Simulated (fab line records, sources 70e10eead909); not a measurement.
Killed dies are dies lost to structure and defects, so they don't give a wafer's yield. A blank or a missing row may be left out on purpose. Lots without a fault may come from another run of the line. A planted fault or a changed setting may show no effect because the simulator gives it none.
fab line records | flow nand_harc
record lots=6 wafers=18 last_day=24
route steps=1159 shown P_GATE@148 END@1159
lots that met no fault: from a run of the same line without faults
start_h: hours from the record's first day to the start of the lot's first wafer shown | wait_h: hours since the lot's step before | " the same as in the row above | L1.1+2: a row that stands for several wafers | - no value, or no start given | * or withheld: withheld | < > ~ a bound
route shown NAME@n: a module of which the file shows steps, and the number in the route of the first | usual: mean/standard deviation of fault-free wafers | same: alike in all rows | chamber/n: place in a boat | sites: the reading at each site | _std_site: their standard deviation | _edge_site: outer sites' mean less inner sites' | radius_mm: how far each site lies from the wafer's centre | mask NAME#n: copy n | behind: the tool/chamber that last shaped the wafer | hold: why the lot was held/for how many hours/how that ended | device: the transistor (n, p or np) that didn't switch | end of line: the same wafers' tests at the end of the route | a step without rows: its recipe alone | killed: dies lost to structure and defects at the first sort, not the wafer's yield | map: a wafer's dies, x killed, . not, _ none there
set.NAME: the setting as run; set.NAME@STEP: as run at that earlier step | model.NAME: the simulator's own value behind a step, which no gauge read
lots at some steps of the route; a table a step, a row a wafer
services: from which hour (start_h, from the record's first day; less than 0 if before it) a tool's chamber was out of use, for how many hours, and why
## steps
# step NHARC_P_GATE_ETCH_114
# recipe target_depth_a=300 overetch_a=30 time_s=16.5 ion_energy_ev=100 cf4_flow_sccm=80 o2_flow_sccm=20 ar_flow_sccm=0 rf_w=300 bias_w=100 chemistry=CF4/O2
# step NHARC_P_GATE_ETCH_32
# recipe target_depth_a=1500 over_etch_frac=1 over_etch_ion_energy_ev=40 time_s=100.1 hbr_flow_sccm=150 cl2_flow_sccm=50 rf_w=400 icp_w=400 bias_w=100 chemistry=HBr/Cl2
# usual drypump_motor_current_A=5.8/0.48 oes_product_au=0.998/0.01 throttle_valve_pct=26.406/0.0088
# columns lot.wafer tool chamber start_h wait_h drypump_motor_current_A oes_product_au rf_hours_counter_h throttle_valve_pct
L312.2 rie_si-01 3 111.39 - 5.7 1.001 1.0 26.398
L312.5 " 2 " " 5.3 0.992 - 26.408
L312.6 " 3 " " 5.7 1.003 - 26.409
L315.3 rie_si-05 0 134.30 - 5.9 0.994 0.5 26.414
L315.4 " 1 " " 5.6 0.993 0.5 26.411
L315.5 " 3 " " 6.2 0.995 - 26.402
L321.3 rie_si-03 2 168.82 - 5.4 0.983 0.1 26.412
L321.1 " 3 " " 5.8 0.988 0.0 26.412
L321.6 " 3 " " 5.8 0.976 - 26.407
L327.2 rie_si-05 2 208.85 - 6.7 1.009 1.3 26.414
L327.1 " 3 " " 6.2 0.996 1.3 26.395
L327.5 " 1 " " 5.6 0.995 - 26.406
L330.4 rie_si-01 1 221.79 - 4.9 1.011 0.6 26.411
L330.1 " 3 " " 5.7 1.007 0.7 26.388
L330.5 " 1 " " 4.9 1.015 - 26.410
L331.3 rie_si-03 1 222.28 - 5.8 1.002 0.4 26.414
L331.1 " 2 " " 5.4 0.999 0.6 26.405
L331.5 " 0 " " 6.3 1.008 - 26.406
# step NHARC_P_GATE_STRIP_108
# recipe o2_flow_sccm=500 ar_flow_sccm=0 bias_w=0 chemistry=O2
# step NHARC_P_GATE_CD_MEAS_33
# usual cd_nm=119.7/2.7
# columns lot.wafer tool chamber start_h wait_h cd_nm
L312.2 cd_sem-02 - 111.71 - 116.7
L312.5 " - " " 122.0
L312.6 " - " " 118.2
L315.3 cd_sem-02 - 134.61 - 123.6
L315.4 " - " " 116.5
L315.5 " - " " 116.9
L321.1 cd_sem-03 - 169.16 - 117.3
L321.3 " - " " 118.4
L321.6 " - " " 119.3
L327.1 cd_sem-02 - 209.17 - 121.9
L327.2 " - " " 120.4
L327.5 " - " " 127.7
L330.1 cd_sem-01 - 222.14 - 125.3
L330.4 " - " " 125.9
L330.5 " - " " 127.9
L331.1 cd_sem-01 - 222.59 - 121.7
L331.3 " - " " 120.7
L331.5 " - " " 120.5
# step NHARC_P_GATE_STRIP_35
# recipe time_s=600 temp_c=130 chemistry=SPM
# step NHARC_P_GATE_PRECLEAN_73
# recipe time_s=* temp_c=50 bath_age_min=0 chemistry=SC1
# step NHARC_P_GATE_SRD_74
# step NHARC_P_GATE_ALD_36
# recipe target_thk_a=200 pulse_time_s=60 ald_cycles=223 temp_c=400 material=SiNx
# step NHARC_P_GATE_ETCHBACK_37
# recipe target_depth_a=345 time_s=17.2 chf3_flow_sccm=50 o2_flow_sccm=10 ar_flow_sccm=200 rf_w=500 bias_w=200 chemistry=CHF3/O2
# usual drypump_motor_current_A=5.88/0.23 oes_product_au=0.95/0.034 rf_vpp_V=370.2/2.4 showerhead_plenum_p_Torr=2.38/0.11 throttle_valve_pct=20.571/0.009
# columns lot.wafer tool chamber start_h wait_h drypump_motor_current_A oes_product_au rf_hours_counter_h rf_vpp_V showerhead_plenum_p_Torr throttle_valve_pct
L312.2 rie_diel-07 0 - - 5.94 0.93 13 370.7 2.46 20.585
L312.5 " 3 " " 5.70 0.91 - 368.7 2.30 20.586
L312.6 " 0 " " 5.94 0.93 - 373.5 2.46 20.578
L315.4 rie_diel-07 0 - - 5.95 0.92 17 370.5 2.45 20.553
L315.3 " 1 " " 5.67 0.92 14 373.3 2.58 20.586
L315.5 " 0 " " 5.95 0.93 - 370.7 2.45 20.574
L321.3 rie_diel-07 1 - - 5.67 0.93 17 373.4 2.58 20.577
L321.1 " 0 " " 5.95 0.94 20 372.1 2.45 20.564
L321.6 " 2 " " 5.97 0.95 - 369.0 2.30 20.556
L327.1 rie_diel-01 2 - - 6.19 1.00 29 369.2 2.31 20.581
L327.2 " 3 " " 5.21 1.00 30 366.4 2.25 20.571
L327.5 " 1 " " 5.85 0.99 - 370.0 2.34 20.568
L330.1 rie_diel-01 1 - - 5.84 1.00 32 369.3 2.34 20.574
L330.4 " 3 " " 5.24 1.00 35 366.9 2.25 20.570
L330.5 " 0 " " 6.07 0.99 - 372.2 2.47 20.575
L331.3 rie_diel-03 1 - - 6.08 1.01 3 367.0 2.23 20.597
L331.1 " 0 " " 5.83 1.00 4 370.6 2.39 20.576
L331.5 " 2 " " 6.27 1.01 - 366.5 2.25 20.592
# step NHARC_P_GATE_STRIP_101
# recipe time_s=20 o2_flow_sccm=500 ar_flow_sccm=0 bias_w=0 chemistry=O2
# usual drypump_motor_current_A=5.86/0.27 oes_product_au=0.996/0.0093 rf_vpp_V=57.7/0.88 showerhead_plenum_p_Torr=3.50/0.16 throttle_valve_pct=17.037/0.0094
# columns lot.wafer tool chamber start_h wait_h drypump_motor_current_A oes_product_au rf_hours_counter_h rf_vpp_V showerhead_plenum_p_Torr throttle_valve_pct
L312.2 rie_diel-07 3 121.73 0.1 5.73 0.987 14 58.1 3.38 17.030
L312.6 " 1 " " 5.67 0.986 - 57.9 3.78 17.048
L312.5 " 2 " " 5.96 1.007 - 57.6 3.38 17.037
L315.4 rie_diel-07 3 144.78 0.1 5.74 0.995 18 57.2 3.38 17.042
L315.3 " 1 " " 5.69 0.991 14 58.0 3.78 17.028
L315.5 " 3 " " 5.73 0.994 - 57.5 3.38 17.040
L321.3 rie_diel-07 2 179.16 0.1 5.94 0.996 20 57.4 3.38 17.043
L321.1 " 0 " " 5.89 0.996 20 58.2 3.60 17.036
L321.6 " 2 " " 5.94 0.987 - 57.9 3.38 17.013
L327.2 rie_diel-01 3 219.14 0.1 5.24 1.009 30 58.8 3.31 17.038
L327.1 " 0 " " 6.07 0.984 27 57.0 3.63 17.039
L327.5 " 0 " " 6.07 0.984 - 58.7 3.63 17.020
L330.1 rie_diel-01 2 232.14 0.1 6.20 0.999 34 57.2 3.39 17.032
L330.4 " 3 " " 5.26 0.996 35 57.0 3.31 17.022
L330.5 " 2 " " 6.21 0.995 - 58.0 3.39 17.035
L331.1 rie_diel-03 3 232.71 0.1 6.18 1.009 4 57.8 3.52 17.040
L331.3 " 1 " " 6.11 1.006 3 57.0 3.29 17.038
L331.5 " 0 " " 5.82 0.999 - 58.6 3.51 17.046
# step NHARC_P_GATE_PRECLEAN_97
# recipe time_s=600 temp_c=120 chemistry=SPM
# step NHARC_P_GATE_SRD_98
# step NHARC_P_GATE_PRECLEAN_99
# recipe time_s=* temp_c=50 bath_age_min=0 chemistry=SC1
# usual h2o2_flow_mL_min=56.61/0.19 temp_c=50.00/0.13
# same bath_age_min=0
# columns lot.wafer tool chamber start_h wait_h h2o2_flow_mL_min temp_c
L312.5 wet_bench-07 6 121.89 - 56.33 49.88
L312.2 " 7 " " 56.81 49.96
L312.6 " 0 " " 56.37 50.08
L315.3 wet_bench-07 2 144.94 - 56.88 50.08
L315.4 " 3 " " 56.38 50.04
L315.5 " 4 " " 56.59 49.96
L321.3 wet_bench-06 4 179.33 - 56.55 49.87
L321.6 " 5 " " 56.51 49.84
L321.1 " 6 " " 56.69 50.11
L327.1 wet_bench-07 2 219.32 - 56.80 50.06
L327.5 " 5 " " 56.85 49.98
L327.2 " 7 " " 56.87 49.95
L330.4 wet_bench-07 6 232.31 - 56.56 49.94
L330.5 " 1 " " 57.13 49.94
L330.1 " 2 " " 56.73 50.05
L331.5 wet_bench-05 0 232.88 - 56.71 50.05
L331.1 " 2 " " 56.59 49.80
L331.3 " 3 " " 56.59 50.08
# step NHARC_P_GATE_SRD_100
# step NHARC_P_GATE_DEHYDRATE_38
# recipe temp_c=150 time_s=120
# step NHARC_P_GATE_HMDS_39
# recipe time_s=30
# step NHARC_P_GATE_COAT_40
# recipe spin_rpm=3000
# step NHARC_P_GATE_SOFTBAKE_41
# recipe temp_c=122 time_s=95
# step NHARC_P_GATE_EBR_42
# step NHARC_P_GATE_EXPOSE_43
# recipe na=0.6 target_cd_nm=720 dose_mj=14.81 mask_id=P_NSD
# step NHARC_P_GATE_PEB_44
# recipe peb_temp_c=118 peb_time_s=85
# step NHARC_P_GATE_DEVELOP_45
# recipe time_s=70
# step NHARC_P_GATE_CD_MEAS_46
# recipe target_cd_nm=720 landing_energy_ev=500
# usual cd_nm=720.2/1.6
# columns lot.wafer tool chamber start_h wait_h cd_nm
L312.2 cd_sem-02 0 122.65 - 718.8
L312.5 " 0 " " 718.9
L312.6 " 0 " " 719.9
L315.3 cd_sem-02 0 145.70 - 719.2
L315.4 " 0 " " 722.2
L315.5 " 0 " " 718.5
L321.1 cd_sem-03 0 180.09 - 722.4
L321.3 " 0 " " 724.6
L321.6 " 0 " " 721.6
L327.1 cd_sem-01 0 220.08 - 719.8
L327.2 " 0 " " 721.1
L327.5 " 0 " " 719.5
L330.1 cd_sem-01 0 233.07 - 721.3
L330.4 " 0 " " 718.8
L330.5 " 0 " " 717.5
L331.1 cd_sem-01 0 233.64 - 719.8
L331.3 " 0 " " 720.0
L331.5 " 0 " " 718.3
# step NHARC_P_GATE_HARDBAKE_47
# recipe temp_c=125 time_s=80
# step NHARC_P_GATE_DESCUM_48
# recipe time_s=3 o2_flow_sccm=200 ar_flow_sccm=0 bias_power_w=0 chemistry=O2
# step NHARC_P_GATE_IMPLANT_49
# recipe energy_kev=30 dose_cm2=3e+15 tilt_deg=7
# step NHARC_P_GATE_STRIP_111
# recipe power_w=1500 temp_c=110 time_s=250 chemistry=N2/H2
# usual drypump_motor_current_A=5.65/0.27 heater_power_w=93/7.7 temp_c=110.01/0.12
# columns lot.wafer tool chamber start_h wait_h drypump_motor_current_A heater_power_w rf_hours_counter_h temp_c
L312.2 plasma_asher-01 1 123.22 0.2 5.44 98 4 110.09
L312.5 " 0 " " 5.96 83 - 110.11
L312.6 " 1 " " 5.44 100 - 110.23
L315.3 plasma_asher-01 1 146.50 0.3 5.43 97 - 110.17
L315.4 " 0 " " 5.95 85 - 109.89
L315.5 " 1 " " 5.43 97 - 109.83
L321.1 plasma_asher-01 0 180.62 0.2 5.95 82 31 109.84
L321.3 " 0 " " 5.94 83 - 109.71
L321.6 " 1 " " 5.46 98 - 109.81
L327.2 plasma_asher-01 1 220.71 0.3 5.44 98 46 110.05
L327.1 " 0 " " 5.96 84 46 110.15
L327.5 " 1 " " 5.44 95 - 109.83
L330.1 plasma_asher-01 1 233.66 0.2 5.45 98 50 110.14
L330.4 " 1 " " 5.46 96 - 110.05
L330.5 " 1 " " 5.46 95 - 110.07
L331.1 plasma_asher-01 0 234.17 0.2 5.96 83 50 109.89
L331.3 " 1 " " 5.46 98 - 109.99
L331.5 " 0 " " 5.96 84 - 109.97
# step NHARC_P_GATE_STRIP_75
# recipe power_w=1500 temp_c=250 chemistry=O2
# step NHARC_P_GATE_STRIP_50
# recipe time_s=900 temp_c=130 chemistry=SPM
# step NHARC_P_GATE_DEHYDRATE_51
# recipe temp_c=150 time_s=120
# step NHARC_P_GATE_HMDS_52
# recipe time_s=30
# step NHARC_P_GATE_COAT_53
# recipe spin_rpm=3000
# step NHARC_P_GATE_SOFTBAKE_54
# recipe temp_c=122 time_s=95
# step NHARC_P_GATE_EBR_55
# step NHARC_P_GATE_EXPOSE_56
# recipe na=0.6 target_cd_nm=720 dose_mj=14.81 mask_id=P_PSD
# step NHARC_P_GATE_PEB_57
# recipe peb_temp_c=118 peb_time_s=85
# step NHARC_P_GATE_DEVELOP_58
# recipe time_s=70
# step NHARC_P_GATE_CD_MEAS_59
# recipe target_cd_nm=720 landing_energy_ev=500
# usual cd_nm=720.3/1.7
# columns lot.wafer tool chamber start_h wait_h cd_nm
L312.2 cd_sem-03 0 124.41 - 718.4
L312.5 " 0 " " 719.5
L312.6 " 0 " " 719.8
L315.3 cd_sem-02 0 147.51 - 720.3
L315.4 " 0 " " 720.6
L315.5 " 0 " " 723.1
L321.1 cd_sem-02 0 181.84 - 720.7
L321.3 " 0 " " 721.1
L321.6 " 0 " " 718.9
L327.1 cd_sem-02 0 221.93 - 722.1
L327.2 " 0 " " 720.6
L327.5 " 0 " " 717.6
L330.1 cd_sem-03 0 234.85 - 723.9
L330.4 " 0 " " 719.5
L330.5 " 0 " " 721.1
L331.1 cd_sem-03 0 235.41 - 719.6
L331.3 " 0 " " 721.5
L331.5 " 0 " " 719.4
# step NHARC_P_GATE_HARDBAKE_60
# recipe temp_c=125 time_s=80
# step NHARC_P_GATE_DESCUM_61
# recipe time_s=3 o2_flow_sccm=200 ar_flow_sccm=0 bias_power_w=0 chemistry=O2
# step NHARC_P_GATE_IMPLANT_62
# recipe energy_kev=20 dose_cm2=3e+15 tilt_deg=7
# step NHARC_P_GATE_STRIP_112
# recipe power_w=1500 temp_c=110 time_s=200 chemistry=N2/H2
# usual drypump_motor_current_A=5.64/0.28 heater_power_w=94/7.9 temp_c=109.98/0.13
# columns lot.wafer tool chamber start_h wait_h drypump_motor_current_A heater_power_w rf_hours_counter_h temp_c
L312.2 plasma_asher-02 0 124.96 0.2 5.28 94 38 110.14
L312.5 " 0 " " 5.26 95 - 110.49
L312.6 " 1 " " 5.83 103 - 109.94
L315.4 plasma_asher-01 1 150.13 2.2 5.46 96 - 110.13
L315.3 " 0 " " 5.95 83 - 110.17
L315.5 " 0 " " 5.96 84 - 110.15
L321.1 plasma_asher-01 1 182.41 0.2 5.44 98 32 110.02
L321.3 " 1 " " 5.45 97 - 109.96
L321.6 " 1 " " 5.44 99 - 109.88
L327.1 plasma_asher-01 0 222.46 0.2 5.94 84 46 109.84
L327.2 " 1 " " 5.42 96 46 109.91
L327.5 " 1 " " 5.43 98 - 109.90
L330.1 plasma_asher-01 1 235.43 0.2 5.45 96 50 110.05
L330.4 " 1 " " 5.44 97 - 109.97
L330.5 " 1 " " 5.45 98 - 110.06
L331.1 plasma_asher-02 1 235.93 0.2 5.89 105 13 109.75
L331.3 " 1 " " 5.90 107 - 109.66
L331.5 " 1 " " 5.89 107 - 109.91
# step NHARC_P_GATE_INSPECT_68
# usual raw_defect_count=185/65
# columns lot.wafer tool chamber start_h wait_h raw_defect_count
L312.2 defect_inspect-01 - 129.15 0.1 1165
L312.5 " - " " 1189
L312.6 " - " " 1108
L315.3 defect_inspect-01 - 154.93 0.1 1112
L315.4 " - " " 1089
L315.5 " - " " 1137
L321.1 defect_inspect-02 - 187.50 0.2 108
L321.3 " - " " 131
L321.6 " - " " 131
L327.1 defect_inspect-02 - 226.73 0.2 260
L327.2 " - " " 280
L327.5 " - " " 195
L330.1 defect_inspect-02 - 239.85 0.2 303
L330.4 " - " " 132
L330.5 " - " " 184
L331.1 defect_inspect-01 - 240.83 0.2 213
L331.3 " - " " 185
L331.5 " - " " 277
# step NHARC_END_SORT_01
# recipe temp_c=25
# usual killed_at_array=27/9.3 killed_at_other=0.9/1.3 killed_at_periphery=3.6/2.7 killed_dies=31/9.7 killed_open=3.3/1.8 killed_short=2.0/1.5
# same gross_dies=677
# columns lot.wafer tool chamber start_h wait_h killed_at_array killed_at_other killed_at_periphery killed_dies killed_open killed_short
L312.2 prober-01 0 447.53 2.8 15 1 71 87 1 0
L312.5 prober-01 0 449.92 3.7 18 1 96 115 5 3
L312.6 prober-01 0 450.72 4.0 24 3 89 116 4 6
L315.3 prober-02 0 497.14 3.0 15 0 84 99 2 4
L315.4 prober-02 0 497.92 3.3 31 1 33 65 8 0
L315.5 prober-02 0 498.70 3.6 23 0 107 130 5 1
L321.1 prober-01 0 525.06 2.5 32 0 5 37 1 3
L321.3 prober-01 0 526.66 3.1 27 0 4 31 4 2
L321.6 prober-01 0 529.06 4.0 25 0 4 29 4 1
L327.1 prober-01 0 556.58 2.5 14 1 2 17 3 2
L327.2 prober-01 0 557.39 2.8 15 0 2 17 2 2
L327.5 prober-01 0 559.81 3.7 15 1 3 19 0 1
L331.1 prober-02 0 562.63 2.5 30 0 10 40 5 0
L331.3 prober-02 0 564.22 3.1 35 0 7 42 2 2
L331.5 prober-02 0 565.81 3.7 34 0 6 40 5 1
L330.1 prober-02 0 570.41 2.5 38 6 1 45 3 3
L330.4 prober-02 0 572.84 3.4 32 5 2 39 6 0
L330.5 prober-02 0 573.65 3.7 35 5 1 41 3 4
# killed by level:class
L312.2 P_GATE:unspecified=65 A_SLIT:chamber_film_flake=6 P_M1:chamber_film_flake=5 A_CHANNEL_HOLE_D1:chamber_film_flake=4 A_STAIRCASE:chamber_film_flake=3 A_CONTACT:chamber_film_flake=2 P_M0:geometric_particle:open=1 THIN_TSV:chamber_film_flake=1
L312.5 P_GATE:unspecified=92 A_SLIT:chamber_film_flake=8 A_CHANNEL_FILL_D1:geometric_particle:open=2 A_CHANNEL_HOLE_D1:chamber_film_flake=2 P_GATE:geometric_particle:open=1 P_M0:geometric_particle:open=1 A_CHANNEL_FILL_D1:geometric_particle:short=1 A_SGD_CUT:geometric_particle:short=1
L312.6 P_GATE:unspecified=85 A_SLIT:chamber_film_flake=10 A_CHANNEL_HOLE_D1:chamber_film_flake=3 A_CONTACT:chamber_film_flake=3 A_SGD_CUT:geometric_particle:short=2 A_STAIRCASE:chamber_film_flake=2 THIN_TSV:chamber_film_flake=2 P_GATE:geometric_particle:open=1
L315.3 P_GATE:unspecified=83 A_STAIRCASE:chamber_film_flake=3 A_CONTACT:geometric_particle:short=2 A_CHANNEL_HOLE_D1:chamber_film_flake=2 A_WL_FILL:chamber_film_flake=2 A_CONTACT:chamber_film_flake=2 A_ONON_D1:geometric_particle:open=1 A_ONON_D1:geometric_particle:short=1
L315.4 P_GATE:unspecified=29 A_CHANNEL_HOLE_D1:chamber_film_flake=10 A_STAIRCASE:chamber_film_flake=5 A_WL_FILL:chamber_film_flake=5 A_CONTACT:chamber_film_flake=3 A_WL_FILL:geometric_particle:open=2 A_CONTACT:geometric_particle:open=2 A_M0:geometric_particle:open=2
L315.5 P_GATE:unspecified=103 A_CHANNEL_HOLE_D1:chamber_film_flake=11 A_CONTACT:chamber_film_flake=5 P_M0:geometric_particle:open=3 A_WL_FILL:chamber_film_flake=2 P_M0:geometric_particle:short=1 A_ONON_D1:geometric_particle:open=1 A_CHANNEL_FILL_D1:geometric_particle:open=1
L321.1 A_SLIT:chamber_film_flake=14 A_CONTACT:chamber_film_flake=6 A_STAIRCASE:chamber_film_flake=4 A_BLC:chamber_film_flake=3 P_GATE:chamber_film_flake=2 A_CHANNEL_HOLE_D1:chamber_film_flake=2 P_M0:geometric_particle:open=1 P_M2:geometric_particle:short=1
L321.3 A_SLIT:chamber_film_flake=11 A_CONTACT:chamber_film_flake=6 A_CHANNEL_HOLE_D1:chamber_film_flake=3 A_BLC:chamber_film_flake=2 P_GATE:geometric_particle:open=1 P_CONTACT:geometric_particle:open=1 A_SOURCE_PLATE:geometric_particle:open=1 A_SOURCE_PLATE:geometric_particle:short=1
L321.6 A_SLIT:chamber_film_flake=13 P_GATE:chamber_film_flake=3 A_CONTACT:geometric_particle:open=2 A_CHANNEL_HOLE_D1:chamber_film_flake=2 A_STAIRCASE:chamber_film_flake=2 A_CONTACT:chamber_film_flake=2 P_GATE:geometric_particle:open=1 A_CHANNEL_FILL_D1:geometric_particle:short=1
L327.1 A_CHANNEL_HOLE_D1:chamber_film_flake=6 A_BLC:geometric_particle:open=2 A_STAIRCASE:chamber_film_flake=2 A_ONON_D1:geometric_particle:short=1 A_CONTACT:geometric_particle:open=1 A_CONTACT:geometric_particle:short=1 P_STI:chamber_film_flake=1 P_GATE:chamber_film_flake=1
L327.2 A_CONTACT:chamber_film_flake=6 A_CHANNEL_HOLE_D1:chamber_film_flake=2 A_STAIRCASE:chamber_film_flake=2 P_CONTACT:geometric_particle:open=1 A_ONON_D1:geometric_particle:short=1 A_CONTACT:geometric_particle:short=1 A_M0:geometric_particle:open=1 P_STI:chamber_film_flake=1
L327.5 A_CHANNEL_HOLE_D1:chamber_film_flake=6 A_CONTACT:chamber_film_flake=5 P_STI:chamber_film_flake=3 A_STAIRCASE:chamber_film_flake=3 A_WL_FILL:geometric_particle:short=1 THIN_TSV:chamber_film_flake=1
L331.1 P_GATE:chamber_film_flake=6 A_CHANNEL_HOLE_D1:chamber_film_flake=5 A_CONTACT:chamber_film_flake=5 A_BONDPAD:chamber_film_flake=5 A_STAIRCASE:chamber_film_flake=4 A_WL_FILL:chamber_film_flake=3 A_CONTACT:geometric_particle:open=2 P_STI:chamber_film_flake=2
L331.3 A_CHANNEL_HOLE_D1:chamber_film_flake=9 A_CONTACT:chamber_film_flake=9 A_STAIRCASE:chamber_film_flake=5 P_STI:chamber_film_flake=4 A_BONDPAD:chamber_film_flake=4 P_BONDPAD:chamber_film_flake=2 A_WL_FILL:chamber_film_flake=2 P_GATE:geometric_particle:short=1
L331.5 A_CONTACT:chamber_film_flake=13 P_GATE:chamber_film_flake=5 A_STAIRCASE:chamber_film_flake=5 A_CHANNEL_HOLE_D1:chamber_film_flake=4 A_WL_FILL:chamber_film_flake=3 A_ONON_D1:geometric_particle:open=2 A_CONTACT:geometric_particle:open=2 A_SGD_CUT:geometric_particle:open=1
L330.1 A_SLIT:chamber_film_flake=16 A_CHANNEL_HOLE_D1:chamber_film_flake=9 THIN_TSV:chamber_film_flake=6 A_STAIRCASE:chamber_film_flake=4 A_CONTACT:chamber_film_flake=4 P_CONTACT:geometric_particle:open=1 A_ONON_D1:geometric_particle:short=1 A_CHANNEL_HOLE_D1:geometric_particle:short=1
L330.4 A_SLIT:chamber_film_flake=16 THIN_TSV:chamber_film_flake=5 A_CHANNEL_HOLE_D1:chamber_film_flake=4 A_CONTACT:geometric_particle:open=3 A_STAIRCASE:chamber_film_flake=2 A_CONTACT:chamber_film_flake=2 A_BONDPAD:chamber_film_flake=2 P_GATE:geometric_particle:open=1
L330.5 A_SLIT:chamber_film_flake=14 A_CHANNEL_HOLE_D1:chamber_film_flake=7 A_STAIRCASE:chamber_film_flake=5 THIN_TSV:chamber_film_flake=5 A_CONTACT:chamber_film_flake=3 A_M0:geometric_particle:short=2 P_CONTACT:geometric_particle:open=1 A_ONON_D1:geometric_particle:open=1
# map L312.6 (x killed, . not)
____________.____________
_________......._________
_______..........._______
______....x........______
_____..............._____
____.................____
____.................____
___...................___
___...................___
__.....x...........x...__
__.....x..x............__
_...xx.................._
_.............x........._
_.....xx.x.......x......_
_.......x..x............_
_....x.xx.....x........._
........x........x.......
.........x...............
...x.....................
....x.xx.x...............
...xxxx..x...............
_.xxxxxx.x.............._
_x.xxxxxxx..x......x...._
_xxxxxxxx..............._
_x.xxxxxx..............._
_xxxxxxxxx.............._
__xxxxxxxxx............__
__xxxxxxxx.....x.......__
___xxxxxxxx..........x___
___xxxxxx........x....___
____xxxxx............____
____.x.x.............____
_____........x......_____
______x............______
_______.....x....._______
_________......._________
____________.____________
# map L315.5 (x killed, . not)
____________.____________
_________......._________
_______..........._______
______............x______
_____.x.....x......._____
____.................____
____.................____
___.....x.xx.x........___
___.....xxxxx.x.......___
__.....xxxxxxxxxx......__
__.x...xxxxxxxxx.......__
_......xxxxxxxxxx......._
_......xxxxxxxxxx..x...._
_.....xxxxxxxxxxxx......_
_......xxxxxxxx.x......x_
_......xxxxxxxxx........_
........xxxxxxx..........
.........xxxxxxx.........
..x......xxxxxx..........
.........xxxxx.....xx.x..
.............x...........
_....................xx._
_....................x.x_
_......................x_
_...................x.xx_
_......................._
__............x........__
__..................x..__
___...................___
___...................___
____.............x...____
____...........xx....____
_____..............x_____
______.............______
_______....x......_______
_________......._________
____________.____________
## services
# columns tool chamber start_h hours kind
wet_bench-07 - 96.00 8.0 pm
plasma_asher-01 - 99.00 9.0 pm
plasma_asher-01 0 99.00 9.0 vent_cycle
plasma_asher-01 1 99.00 9.0 vent_cycle
plasma_asher-02 - 102.70 3.0 repair
plasma_asher-01 0 108.00 - clean
plasma_asher-01 1 108.00 - clean
rie_diel-07 0 109.22 - clean
rie_diel-07 2 113.00 2.9 repair
rie_si-01 - 127.00 9.0 pm
wet_bench-06 - 129.60 8.0 pm
rie_si-01 0 136.12 1.8 repair
rie_diel-01 - 137.85 9.0 pm
plasma_asher-02 - 138.23 22.2 repair
plasma_asher-01 - 147.85 1.6 repair
rie_si-05 - 150.63 2.7 repair
rie_si-03 - 155.00 9.0 pm
plasma_asher-02 - 183.12 9.0 pm
rie_diel-07 3 195.50 2.0 repair
wet_bench-05 - 196.82 8.0 pm
rie_diel-01 0 202.67 1.4 repair
rie_diel-03 - 215.30 9.0 pm
rie_diel-07 - 224.97 0.5 repair
rie_diel-07 - 228.53 9.0 pm
## key
first_sign step=NHARC_P_GATE_INSPECT_68 reading=raw_defect_count direction=up sigmas=15 usual=185 struck=1133
effect step=NHARC_END_SORT_01 reading=killed_at_periphery direction=up sigmas=28 usual=3.6 struck=80
more_kills_born_at NHARC_P_GATE_PRECLEAN_99@wet_bench-07=457
met_at NHARC_P_GATE_PRECLEAN_99
struck_wafers L312.2,L312.5,L312.6,L315.3,L315.4,L315.5
tester_left_out L312,L315
fault kind=chamber_particle_source tool=wet_bench-07 chamber=- onset_h=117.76 steps=NHARC_P_GATE_PRECLEAN_99 rate_per_visit_cm2=1.5781 end_h=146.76
# tester_left_out: of these lots the tester's yield and bins aren't shown, on N5 and GAA mostly nor the transistor test; their killed dies are dies lost to structure and defects alone, not to doping, threshold or leakage, so they don't give the yield
